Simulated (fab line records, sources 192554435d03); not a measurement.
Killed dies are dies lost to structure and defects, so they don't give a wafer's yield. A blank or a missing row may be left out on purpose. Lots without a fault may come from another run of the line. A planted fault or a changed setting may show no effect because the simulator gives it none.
fab line records | flow n5_finfet
record lots=4 wafers=12 last_day=17
route steps=1938 shown WELL_APT@21 PMOS_HMC_CHANNEL_EPI@57 BEOL_M4@1111 PASSIVATION@1936
lots that met no fault: from a run of the same line without faults
start_h: hours from the record's first day to the start of the lot's first wafer shown | wait_h: hours since the lot's step before | " the same as in the row above | L1.1+2: a row that stands for several wafers | - no value, or no start given | * or withheld: withheld | < > ~ a bound
route shown NAME@n: a module of which the file shows steps, and the number in the route of the first | usual: mean/standard deviation of fault-free wafers | same: alike in all rows | chamber/n: place in a boat | sites: the reading at each site | _std_site: their standard deviation | _edge_site: outer sites' mean less inner sites' | radius_mm: how far each site lies from the wafer's centre | mask NAME#n: copy n | behind: the tool/chamber that last shaped the wafer | hold: why the lot was held/for how many hours/how that ended | device: the transistor (n, p or np) that didn't switch | end of line: the same wafers' tests at the end of the route | a step without rows: its recipe alone | killed: dies lost to structure and defects at the first sort, not the wafer's yield | map: a wafer's dies, x killed, . not, _ none there
set.NAME: the setting as run; set.NAME@STEP: as run at that earlier step | model.NAME: the simulator's own value behind a step, which no gauge read
lots at some steps of the route; a table a step, a row a wafer
## steps
# step N5_WELL_APT_COAT_02
# recipe spin_rpm=1357 resist_thk_nm=950
# step N5_WELL_APT_EBR_04
# recipe solvent=PGMEA ebr_width_mm=1.5
# step N5_WELL_APT_SOFTBAKE_03
# recipe temp_c=130 time_s=60
# step N5_WELL_APT_EXPOSE_05
# recipe mask_id=NWELL na=0.8 source_shape=conventional sigma_outer=0.8 polarization=unpolarized defocus_nm=0 target_cd_nm=200 dose_mj=20.3
# step N5_WELL_APT_PEB_06
# recipe peb_temp_c=130 peb_time_s=90
# step N5_WELL_APT_DEVELOP_07
# recipe develop_time_s=45 rinse_liquid=surfactant_rinse dry=air_spin dev_temp_c=21
# step N5_WELL_APT_HARDBAKE_12
# recipe temp_c=130 time_s=120
# step N5_WELL_APT_DESCUM_13
# recipe chemistry=O2 time_s=7.9 source_power_w=50 bias_power_w=20 pressure_mtorr=20 rf_frequency_hz=2.712e+07 temp_c=40 o2_flow_sccm=225
# step N5_WELL_APT_IMPLANT_14
# recipe species=P energy_kev=160 dose_cm2=1.5e+13 tilt_deg=0 rotation_deg=0
# step N5_WELL_APT_IMPLANT_15
# recipe species=As energy_kev=25 dose_cm2=1.5e+13 tilt_deg=0 rotation_deg=0
# usual dose_ions_cm2=1.5001e+13/1.6e+10 faraday_current_uA=190/4 tilt_deg=-0.005/0.02
# columns lot.wafer tool chamber start_h wait_h dose_ions_cm2 faraday_current_uA tilt_deg
L413.1 implanter-01 0 98.21 0.1 2.3174e+13 293 -0.027
L413.2 " 0 " " 2.3138e+13 297 -0.003
L413.6 " 0 " " 2.3155e+13 293 -0.014
L415.1 implanter-01 0 110.11 0.1 2.3117e+13 296 -0.001
L415.3 " 0 " " 2.3146e+13 291 0.018
L415.4 " 0 " " 2.3162e+13 300 0.011
L418.1 implanter-02 0 128.87 0.1 1.5003e+13 195 -0.014
L418.2 " 0 " " 1.5023e+13 191 -0.004
L418.5 " 0 " " 1.4983e+13 196 0.000
L420.2 implanter-02 0 140.30 0.1 1.4985e+13 193 0.019
L420.3 " 0 " " 1.5004e+13 188 -0.024
L420.5 " 0 " " 1.497e+13 183 0.001
# step N5_WELL_APT_STRIP_16
# recipe chemistry=SPM time_s=900 temp_c=130 h2so4_h2o2_vol_ratio=4 dry=ipa_marangoni
# step N5_WELL_APT_HMDS_18
# recipe time_s=60 temp_c=120
# step N5_WELL_APT_COAT_19
# recipe spin_rpm=1357 resist_thk_nm=950
# step N5_WELL_APT_EBR_21
# recipe solvent=PGMEA ebr_width_mm=1.5
# step N5_WELL_APT_SOFTBAKE_20
# recipe temp_c=130 time_s=60
# step N5_WELL_APT_EXPOSE_22
# recipe mask_id=PWELL na=0.8 source_shape=conventional sigma_outer=0.8 polarization=unpolarized defocus_nm=0 target_cd_nm=200 dose_mj=23.2
# step N5_WELL_APT_PEB_23
# recipe peb_temp_c=130 peb_time_s=90
# step N5_WELL_APT_DEVELOP_24
# recipe develop_time_s=45 rinse_liquid=surfactant_rinse dry=air_spin dev_temp_c=21
# step N5_WELL_APT_HARDBAKE_29
# recipe temp_c=130 time_s=120
# step N5_WELL_APT_DESCUM_30
# recipe chemistry=O2 time_s=7.9 source_power_w=50 bias_power_w=20 pressure_mtorr=20 rf_frequency_hz=2.712e+07 temp_c=40 o2_flow_sccm=225
# step N5_WELL_APT_IMPLANT_31
# recipe species=B energy_kev=60 dose_cm2=1.5e+13 tilt_deg=0 rotation_deg=0
# step N5_WELL_APT_IMPLANT_32
# recipe species=BF2 energy_kev=50 dose_cm2=2e+13 tilt_deg=0 rotation_deg=0
# step N5_WELL_APT_STRIP_33
# recipe chemistry=SPM time_s=900 temp_c=130 h2so4_h2o2_vol_ratio=4 dry=ipa_marangoni
# step N5_WELL_APT_RTA_34
# recipe temp_c=1000 time_s=10 ambient=N2 idle_temp_c=600 ramp_up_c_per_s=150 ramp_down_c_per_s=60 cool_to_c=600
# step N5_WELL_APT_OXIDE_STRIP_42
# recipe chemistry=dHF dilution=25:1 time_s=45 temp_c=25 target=SiO2 target_depth_a=120
# step N5_WELL_APT_PRECLEAN_36
# recipe chemistry=O3/DIW time_s=45 temp_c=22 o3_ppm=10
# step N5_WELL_APT_PRECLEAN_39
# recipe chemistry=dHF time_s=60 dilution=150:1 temp_c=25
# step N5_WELL_APT_SRD_37
# recipe dry=ipa_marangoni do_ppb=5 time_s=30 temp_c=23 rinse_liquid=diw
# step N5_WELL_APT_EPI_41
# recipe material=Si target_thk_a=500 temp_c=650 precursor=SiH4/H2 pressure_torr=20 time_s=297.7
# step N5_PMOS_HMC_CHANNEL_EPI_HM_DEP_34
# recipe material=SiO2 target_thk_a=360 temp_c=400 precursor=TEOS/O2 pressure_torr=6.5 rf_w=900 teos_flow_sccm=161.4 gas=O2 flow_sccm=2650 time_s=6.9
# step N5_PMOS_HMC_CHANNEL_EPI_COAT_31
# recipe resist=BARC temp_c=205 time_s=60 spin_rpm=1500 resist_thk_nm=66
# step N5_PMOS_HMC_CHANNEL_EPI_COAT_03
# recipe resist=CAR-ArF-block spin_rpm=1500 resist_thk_nm=205
# step N5_PMOS_HMC_CHANNEL_EPI_EBR_05
# recipe solvent=PGMEA ebr_width_mm=1.5
# step N5_PMOS_HMC_CHANNEL_EPI_SOFTBAKE_04
# recipe temp_c=110 time_s=60 resist=CAR-ArF-block
# step N5_PMOS_HMC_CHANNEL_EPI_EXPOSE_06
# recipe mask_id=PMOS_HMC_BLK na=1.35 source_shape=conventional sigma_outer=0.8 polarization=unpolarized target_cd_nm=240 dose_mj=41
# step N5_BEOL_M4_RC_MEAS_101
# usual CJ_P=5.77/0.25 DIBL_N=37.5/2.5 DIBL_P=38/3.1 IOFF_N=0.19/0.059 IOFF_P=0.24/0.061 IOFF_P_LONG=0.000105/8.3e-06 ION_N=679/16 ION_P=465/9.8 SS_N=72.0/0.8 SS_P=73.7/0.86 VT_N=248/4.5 VT_P=-249/3.5
# columns lot.wafer tool chamber start_h wait_h CJ_P DIBL_N[mV/V] DIBL_P[mV/V] IOFF_N[nA/um] IOFF_P[nA/um] IOFF_P_LONG[nA/um] ION_N[uA/um] ION_P[uA/um] SS_N[mV/dec] SS_P[mV/dec] VT_N[mV] VT_P[mV]
L413.1 prober-02 0 258.90 0.0 7.20 35.8 33 0.14 0.19 0.000155 671 465 72.7 72.6 249 -251
L413.2 " 0 " " 7.30 40.6 40 0.23 0.30 0.000154 673 460 72.9 74.5 246 -247
L413.6 " 0 " " 7.32 39.1 37 0.20 0.22 0.000157 669 458 74.1 73.6 253 -252
L415.1 prober-02 0 262.67 0.0 6.91 39.4 41 0.22 0.26 0.000128 705 478 72.4 73.8 247 -248
L415.3 " 0 " " 6.51 37.8 39 0.20 0.24 0.000115 682 464 72.4 74.1 248 -251
L415.4 " 0 " " 7.54 40.2 42 0.24 0.30 0.000161 704 477 71.6 75.0 245 -246
L418.1 prober-02 0 287.84 0.0 5.86 35.9 35 0.16 0.20 0.000105 680 467 71.3 72.4 251 -252
L418.2 " 0 " " 5.80 39.5 39 0.25 0.27 0.000105 697 469 72.4 74.1 241 -250
L418.5 " 0 " " 5.69 37.6 37 0.19 0.24 0.000102 690 466 71.6 73.2 246 -247
L420.2 prober-01 0 310.58 0.2 5.72 43.1 44 0.36 0.33 9.5e-05 707 474 73.5 74.9 239 -246
L420.3 " 0 " " 5.95 38.4 39 0.19 0.22 9.7e-05 678 460 71.5 74.5 250 -252
L420.5 " 0 " " 5.84 38.9 38 0.22 0.23 9.7e-05 681 459 72.7 74.1 247 -251
# step N5_PASSIVATION_PROBE_49
# usual defect_limited_yield=91.0/1.4 killed_at_M0_to_M3=35/10 killed_at_M4_up=14/5.5 killed_at_contacts=13/5.6 killed_at_front_end=41/11 killed_at_other=4/3.4 killed_dies=106/16 killed_open=68/12 killed_short=35/7.3 sort_bin_4_leakage=0.3/2.1 sort_bin_5_function=5.3/0.89 sort_bin_6_memory=3.4/0.67 sort_n_pass=1070/28 sort_yield_pct=90.7/2.4
# same gross_dies=1180 killed_at_back_side=0 sort_bin_8_speed[%]=0
# columns lot.wafer tool chamber start_h wait_h defect_limited_yield[%] killed_at_M0_to_M3 killed_at_M4_up killed_at_contacts killed_at_front_end killed_at_other killed_dies killed_open killed_short sort_bin_4_leakage[%] sort_bin_5_function[%] sort_bin_6_memory[%] sort_n_pass sort_yield_pct[%]
L413.1 prober-01 - 373.34 0.0 91.4 33 7 19 41 1 101 65 34 0 5.3 2.8 1079 91.4
L413.2 prober-01 - 373.39 0.1 91.9 25 9 16 43 3 96 64 31 0 4.4 3.4 1084 91.9
L413.6 prober-01 - 373.59 0.3 90.8 19 14 26 49 1 109 71 37 0 5.6 3.2 1071 90.8
# killed by level:class
L413.1 MOL_CONTACT_COAG:geometric_particle:open=14 FIN_SAQP:geometric_particle:open=10 BEOL_M0_SAQP:geometric_particle:open=9 STI_FIN_REVEAL:geometric_particle:open=8 BEOL_M0_SAQP:geometric_particle:short=7 ILD0:geometric_particle:open=5 BEOL_M2:geometric_particle:open=5 FIN_SAQP:geometric_particle:short=4
L413.2 BEOL_M0_SAQP:geometric_particle:short=13 FIN_SAQP:geometric_particle:open=12 MOL_CONTACT_COAG:geometric_particle:open=11 STI_FIN_REVEAL:geometric_particle:open=9 ILD0:geometric_particle:open=8 BEOL_M0_SAQP:geometric_particle:open=7 MOL_CONTACT_COAG:geometric_particle:short=5 BEOL_M4:geometric_particle:open=5
L413.6 MOL_CONTACT_COAG:geometric_particle:open=21 FIN_SAQP:geometric_particle:open=9 STI_FIN_REVEAL:geometric_particle:open=8 GATE_CUT:geometric_particle:short=6 FIN_SAQP:geometric_particle:short=5 MOL_CONTACT_COAG:geometric_particle:short=5 ILD0:geometric_particle:short=4 BEOL_M0_SAQP:geometric_particle:open=4
## key
first_sign step=N5_WELL_APT_IMPLANT_15 reading=dose_ions_cm2 direction=up sigmas=99+ usual=1.5001e+13 struck=2.3149e+13
effect step=N5_WELL_APT_IMPLANT_15 reading=faraday_current_uA direction=up sigmas=26 usual=190 struck=295
effect step=N5_BEOL_M4_RC_MEAS_101 reading=CJ_P direction=up sigmas=5.4 usual=5.77 struck=7.13
effect step=N5_BEOL_M4_RC_MEAS_101 reading=IOFF_P_LONG direction=up sigmas=4.8 usual=0.000105 struck=0.000145
met_at N5_WELL_APT_IMPLANT_15
struck_wafers L413.1,L413.2,L413.6,L415.1,L415.3,L415.4
fault kind=process_parameter_drift tool=implanter-01 chamber=- onset_h=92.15 steps=N5_WELL_APT_IMPLANT_15 channel=dose_cm2 offset=8.1541e+12 shape=step end_h=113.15 acts_in=these_recipes_only stated=1.5e+13
